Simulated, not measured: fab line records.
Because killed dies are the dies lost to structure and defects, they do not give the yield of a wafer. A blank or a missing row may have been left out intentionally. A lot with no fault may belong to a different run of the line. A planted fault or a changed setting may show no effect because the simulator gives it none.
fab line records | flow n5_finfet | part 2 of 2: steps 16 to 20 of 20
[record] lots = 5 | wafers = 15 | last_day = 18
route steps=1938 shown FIN_SAQP@124
lots untouched by any fault: they come from a run of this same line in which no faults occurred
start_h: start of the lot's first displayed wafer, in hours after the record's first day | wait_h: hours elapsed since this lot's preceding step | " same as the row above | L1.1+2: several wafers, shown together as one row | - no value, or no start given | * or withheld: withheld | < > ~ a bound
route shown NAME@n: NAME is a module with steps in the file, n the number in the route of the first one | usual: average and standard deviation across the fault-free wafers | same: alike in all rows | chamber/n: place in a boat | sites: readings site by site | _std_site: the standard deviation of these | _edge_site: mean of outer sites minus mean of inner sites | radius_mm: how far each site lies from the wafer's centre | mask NAME#n: copy n | behind: the last tool/chamber to shape the wafer | hold: cause of the lot's hold/its duration in hours/its outcome | device: transistor that didn't switch, given as n, p or np | end of line: the tests these same wafers got at the end of their route | a step with no rows: only its recipe | killed: count of dies lost to structure and defects at first sort (not the wafer's yield) | map: the dies of a wafer, with x for killed, . for not killed, _ for no die there
set.NAME: the run value of the setting; set.NAME@STEP: its run value at that earlier step | model.NAME: the simulator's own value behind a step, which no gauge read
lots at selected steps of the route; one table per step, one row per wafer
services: when a tool's chamber went out of use (start_h, in hours from the record's first day, below 0 if earlier), for how many hours, and the reason
[[steps]]
[step N5_FIN_SAQP_SPACER2_ETCHBACK_29]
[recipe] chemistry = CHF3/O2 | mode = anisotropic_etchback | target = SiO2 | target_depth_a = 122 | time_s = 6.1 | pressure_mtorr = 30 | source_w = 650 | bias_w = 170 | Ar_flow_sccm = 200 | CHF3_flow_sccm = 50 | O2_flow_sccm = 5 | ion_energy_ev = 200
[usual] drypump_motor_current_A = 5.4/0.36 | oes_product_au = 0.76/0.054 | rf_vpp_V = 523/12 | showerhead_plenum_p_Torr = 2.42/0.076 | throttle_valve_pct = 19.08/0.17
lot.wafer | tool        | chamber | start_h | wait_h | drypump_motor_current_A | oes_product_au | rf_hours_counter_h | rf_vpp_V | showerhead_plenum_p_Torr | throttle_valve_pct
L076.2    | rie_diel-06 | 1       | 37.31   | 0.2    | 5.1                     | 0.72           | 216                | 534      | 2.41                     | 19.12
L076.3    | "           | 0       | "       | "      | 5.2                     | 0.75           | 153                | 514      | 2.50                     | 19.15
L076.5    | "           | 3       | "       | "      | 5.9                     | 0.80           | -                  | 509      | 2.34                     | 18.98
L079.1    | rie_diel-06 | 2       | 56.70   | 0.2    | 5.1                     | 0.73           | 156                | 527      | 2.52                     | 19.05
L079.4    | "           | 0       | "       | "      | 5.2                     | 0.75           | 158                | 513      | 2.50                     | 19.16
L079.6    | "           | 2       | "       | "      | 5.1                     | 0.74           | -                  | 526      | 2.52                     | 19.04
L084.1    | rie_diel-02 | 0       | 86.99   | 0.3    | 6.1                     | 0.80           | 123                | 515      | 2.34                     | 18.80
L084.3    | "           | 1       | "       | "      | 5.3                     | 0.80           | 112                | 517      | 2.43                     | 18.88
L084.4    | "           | 1       | "       | "      | 5.3                     | 0.78           | -                  | 517      | 2.43                     | 18.86
L093.1    | rie_diel-06 | 0       | 139.63  | 0.2    | 5.2                     | 0.71           | 186                | 512      | 2.49                     | 19.21
L093.5    | "           | 0       | "       | "      | 5.2                     | 0.72           | -                  | 514      | 2.49                     | 19.20
L093.6    | "           | 1       | "       | "      | 5.2                     | 0.69           | -                  | 533      | 2.40                     | 19.18
L096.3    | rie_diel-06 | 2       | 159.17  | 0.2    | 5.1                     | 0.71           | 192                | 526      | 2.51                     | 19.09
L096.4    | "           | 1       | "       | "      | 5.2                     | 1.02           | 0                  | 534      | 2.40                     | 18.84
L096.6    | "           | 0       | "       | "      | 5.2                     | 0.71           | -                  | 511      | 2.48                     | 19.21
[step N5_FIN_SAQP_MANDREL2_REMOVE_60]
[recipe] chemistry = HBr/Cl2/O2 | bt_time_s = 10 | target = a-Si | stop_on = SiNx | endpoint = OES-SiCl | over_etch_frac = 1 | icp_w = 600 | bias_w = 22 | HBr_flow_sccm = 150 | Cl2_flow_sccm = 80 | O2_flow_sccm = 5 | pressure_mtorr = 10
[usual] drypump_motor_current_A = 5.7/0.5 | he_backside_leak_sccm = 2.9/0.34 | oes_product_au = 1.000/0.015 | throttle_valve_pct = 36.6/0.39
lot.wafer | tool      | chamber | start_h | wait_h | drypump_motor_current_A | he_backside_leak_sccm | oes_product_au | rf_hours_counter_h | throttle_valve_pct
L076.2    | rie_si-05 | 0       | 37.40   | 0.1    | 6.3                     | 3.2                   | 0.995          | 8                  | 36.3
L076.3    | "         | 1       | "       | "      | 6.4                     | 2.6                   | 0.987          | 105                | 35.9
L076.5    | "         | 3       | "       | "      | 5.6                     | 3.0                   | 0.973          | -                  | 36.7
L079.1    | rie_si-05 | 1       | 56.79   | 0.1    | 6.3                     | 2.8                   | 0.995          | 105                | 35.9
L079.4    | "         | 0       | "       | "      | 6.3                     | 3.2                   | 0.998          | 8                  | 36.3
L079.6    | "         | 3       | "       | "      | 5.6                     | 2.9                   | 0.975          | -                  | 36.7
L084.1    | rie_si-05 | 2       | 87.07   | 0.1    | 5.3                     | 2.7                   | 1.001          | 5                  | 37.0
L084.3    | "         | 0       | "       | "      | 6.3                     | 3.3                   | 0.996          | 9                  | 36.3
L084.4    | "         | 2       | "       | "      | 5.3                     | 2.9                   | 1.003          | -                  | 37.0
L093.1    | rie_si-01 | 3       | 139.72  | 0.1    | 5.8                     | 2.8                   | 1.031          | 156                | 37.0
L093.5    | "         | 1       | "       | "      | 5.5                     | 3.5                   | 1.022          | -                  | 37.1
L093.6    | "         | 0       | "       | "      | 6.1                     | 3.3                   | 0.968          | -                  | 36.2
L096.3    | rie_si-05 | 2       | 159.25  | 0.1    | 5.4                     | 2.8                   | 1.012          | 7                  | 37.0
L096.4    | "         | 1       | "       | "      | 6.4                     | 2.9                   | 0.990          | 107                | 35.9
L096.6    | "         | 0       | "       | "      | 6.3                     | 3.3                   | 0.992          | -                  | 36.3
[step N5_FIN_SAQP_CD_MEAS_31]
[recipe] target_cd_nm = 8 | landing_energy_ev = 1000 | detector = se_inlens | polarity = line
[usual] cd_nm = 8.13/0.21
[same] landing_energy_ev = 1000
lot.wafer | tool      | chamber | start_h | wait_h | cd_nm
L076.2    | cd_sem-02 | 0       | 37.51   | 0.1    | 7.87
L076.3    | "         | 0       | "       | "      | 8.21
L076.5    | "         | 0       | "       | "      | 8.04
L079.1    | cd_sem-03 | 0       | 56.91   | 0.1    | 8.04
L079.4    | "         | 0       | "       | "      | 8.04
L079.6    | "         | 0       | "       | "      | 8.05
L084.1    | cd_sem-03 | 0       | 87.18   | 0.1    | 8.43
L084.3    | "         | 0       | "       | "      | 7.60
L084.4    | "         | 0       | "       | "      | 8.15
L093.1    | cd_sem-01 | 0       | 139.84  | 0.1    | 8.08
L093.5    | "         | 0       | "       | "      | 8.09
L093.6    | "         | 0       | "       | "      | 8.25
L096.3    | cd_sem-01 | 0       | 159.37  | 0.1    | 7.87
L096.4    | "         | 0       | "       | "      | 8.37
L096.6    | "         | 0       | "       | "      | 8.38
[step N5_FIN_SAQP_HM_OPEN_33]
[recipe] chemistry = CH3F/O2 | target = SiNx | mask_material = SiO2 | target_depth_a = 494 | time_s = 70.6 | pressure_mtorr = 30 | source_w = 395 | bias_w = 73 | Ar_flow_sccm = 150 | CH3F_flow_sccm = 30 | O2_flow_sccm = 20 | ion_energy_ev = 120 | ends = cleared
[usual] drypump_motor_current_A = 5.5/0.35 | etch_rf_on_time_s = 69.8/1.5 | oes_product_au = 0.67/0.05 | rf_vpp_V = 299/6 | showerhead_plenum_p_Torr = 2.01/0.061 | throttle_valve_pct = 16.48/0.19
lot.wafer | tool        | chamber | start_h | wait_h | drypump_motor_current_A | etch_rf_on_time_s | oes_product_au | rf_hours_counter_h | rf_vpp_V | showerhead_plenum_p_Torr | throttle_valve_pct
L076.2    | rie_diel-01 | 0       | 37.64   | 0.1    | 5.8                     | 68.5              | 0.77           | 22                 | 300      | 2.05                     | 16.34
L076.3    | "           | 3       | "       | "      | 5.7                     | 67.3              | 0.67           | 137                | 302      | 2.00                     | 16.50
L076.5    | "           | 3       | "       | "      | 5.7                     | 68.8              | 0.67           | -                  | 300      | 2.00                     | 16.48
L079.1    | rie_diel-06 | 2       | 57.02   | 0.1    | 5.1                     | 69.4              | 0.63           | 157                | 298      | 2.10                     | 16.50
L079.4    | "           | 0       | "       | "      | 5.2                     | 72.5              | 0.64           | 159                | 292      | 2.08                     | 16.63
L079.6    | "           | 3       | "       | "      | 5.9                     | 72.1              | 0.68           | -                  | 287      | 1.94                     | 16.40
L084.1    | rie_diel-01 | 0       | 87.27   | 0.1    | 5.7                     | 68.4              | 0.74           | 41                 | 300      | 2.04                     | 16.36
L084.3    | "           | 0       | "       | "      | 5.7                     | 68.5              | 0.75           | -                  | 300      | 2.04                     | 16.36
L084.4    | "           | 3       | "       | "      | 5.7                     | 67.9              | 0.66           | -                  | 301      | 2.00                     | 16.53
L093.1    | rie_diel-02 | 1       | 139.89  | 0.0    | 5.2                     | 69.0              | 0.66           | 131                | 293      | 2.01                     | 16.34
L093.5    | "           | 0       | "       | "      | 6.2                     | 71.9              | 0.67           | -                  | 291      | 1.93                     | 16.29
L093.6    | "           | 1       | "       | "      | 5.2                     | 69.9              | 0.66           | -                  | 293      | 2.01                     | 16.32
L096.3    | rie_diel-02 | 3       | 159.45  | 0.1    | 5.1                     | 70.7              | 0.64           | 173                | 308      | 2.08                     | 16.76
L096.4    | "           | 1       | "       | "      | 5.2                     | 73.1              | 0.65           | 138                | 292      | 2.00                     | 16.34
L096.6    | "           | 1       | "       | "      | 5.2                     | 72.2              | 0.65           | -                  | 293      | 2.00                     | 16.33
[step N5_FIN_SAQP_ETCH_34]
[recipe] chemistry = C4F6/O2 | target = SiO2 | target_depth_a = 450 | time_s = 15 | ion_energy_ev = 250 | pressure_mtorr = 30 | source_w = 345 | bias_w = 185 | Ar_flow_sccm = 300 | C4F6_flow_sccm = 10 | O2_flow_sccm = 10 | ends = cleared
[usual] drypump_motor_current_A = 5.5/0.35 | etch_rf_on_time_s = 14.94/0.19 | oes_product_au = 0.67/0.05 | rf_vpp_V = 668/14 | showerhead_plenum_p_Torr = 2.85/0.082 | throttle_valve_pct = 21.23/0.2
lot.wafer | tool        | chamber | start_h | wait_h | drypump_motor_current_A | etch_rf_on_time_s | oes_product_au | rf_hours_counter_h | rf_vpp_V | showerhead_plenum_p_Torr | throttle_valve_pct
L076.2    | rie_diel-01 | 0       | 37.71   | 0.0    | 5.8                     | 14.98             | 0.77           | 22                 | 673      | 2.91                     | 21.15
L076.3    | "           | 3       | "       | "      | 5.7                     | 14.55             | 0.66           | 137                | 671      | 2.85                     | 21.22
L076.5    | "           | 3       | "       | "      | 5.7                     | 14.49             | 0.67           | -                  | 672      | 2.85                     | 21.23
L079.1    | rie_diel-06 | 2       | 57.09   | 0.0    | 5.1                     | 15.06             | 0.63           | 157                | 670      | 2.98                     | 21.27
L079.4    | "           | 0       | "       | "      | 5.2                     | 15.41             | 0.63           | 159                | 653      | 2.96                     | 21.35
L079.6    | "           | 3       | "       | "      | 5.9                     | 15.07             | 0.67           | -                  | 646      | 2.76                     | 21.19
L084.1    | rie_diel-01 | 0       | 87.37   | 0.1    | 5.7                     | 14.89             | 0.75           | 41                 | 672      | 2.90                     | 21.17
L084.3    | "           | 0       | "       | "      | 5.7                     | 14.84             | 0.75           | -                  | 673      | 2.91                     | 21.19
L084.4    | "           | 3       | "       | "      | 5.7                     | 14.60             | 0.66           | -                  | 672      | 2.84                     | 21.26
L093.1    | rie_diel-02 | 1       | 139.96  | 0.0    | 5.2                     | 14.95             | 0.66           | 131                | 656      | 2.85                     | 21.03
L093.5    | "           | 0       | "       | "      | 6.2                     | 15.00             | 0.67           | -                  | 652      | 2.75                     | 21.00
L093.6    | "           | 1       | "       | "      | 5.2                     | 15.03             | 0.66           | -                  | 658      | 2.85                     | 21.01
L096.3    | rie_diel-02 | 3       | 159.52  | 0.0    | 5.1                     | 14.91             | 0.64           | 173                | 687      | 2.96                     | 21.53
L096.4    | "           | 1       | "       | "      | 5.3                     | 14.99             | 0.66           | 138                | 656      | 2.85                     | 21.03
L096.6    | "           | 1       | "       | "      | 5.2                     | 15.11             | 0.65           | -                  | 654      | 2.85                     | 21.05
[[services]]
tool          | chamber | start_h | hours | kind
rie_diel-01   | 3       | 11.41   | 5.0   | repair
rie_diel-01   | 2       | 17.74   | 2.4   | repair
ald_sin-02    | -       | 22.21   | 1.6   | repair
rie_diel-01   | 3       | 22.36   | 1.3   | repair
ald_sin-02    | 3       | 25.65   | 2.6   | repair
rie_diel-01   | -       | 27.29   | 0.3   | repair
ald_sin-02    | 3       | 59.29   | 8.1   | repair
rie_diel-01   | 1       | 72.25   | -     | clean
rie_diel-01   | 1       | 72.25   | -     | consumable_replace:esc
rie_diel-01   | 1       | 72.25   | -     | consumable_replace:focus_ring
rie_diel-01   | 1       | 72.25   | 27.6  | scheduled_down
rie_diel-01   | 1       | 72.25   | 27.6  | vent_cycle
rie_diel-01   | 2       | 84.59   | 4.7   | repair
ald_sin-03    | 2       | 85.31   | 13.8  | repair
ald_sin-02    | -       | 85.84   | 14.0  | pm
vapor_etch-01 | -       | 91.89   | 0.4   | repair
rie_si-01     | 3       | 91.94   | 6.1   | repair
rie_diel-02   | 0       | 92.12   | 4.1   | repair
rie_diel-06   | 3       | 93.50   | 2.2   | repair
rie_diel-06   | 1       | 144.17  | -     | clean
rie_diel-06   | 1       | 144.17  | -     | consumable_replace:focus_ring
rie_diel-06   | 1       | 144.17  | 14.5  | scheduled_down
rie_diel-06   | 1       | 144.17  | 14.5  | vent_cycle
ald_sin-02    | -       | 150.28  | 6.0   | pm
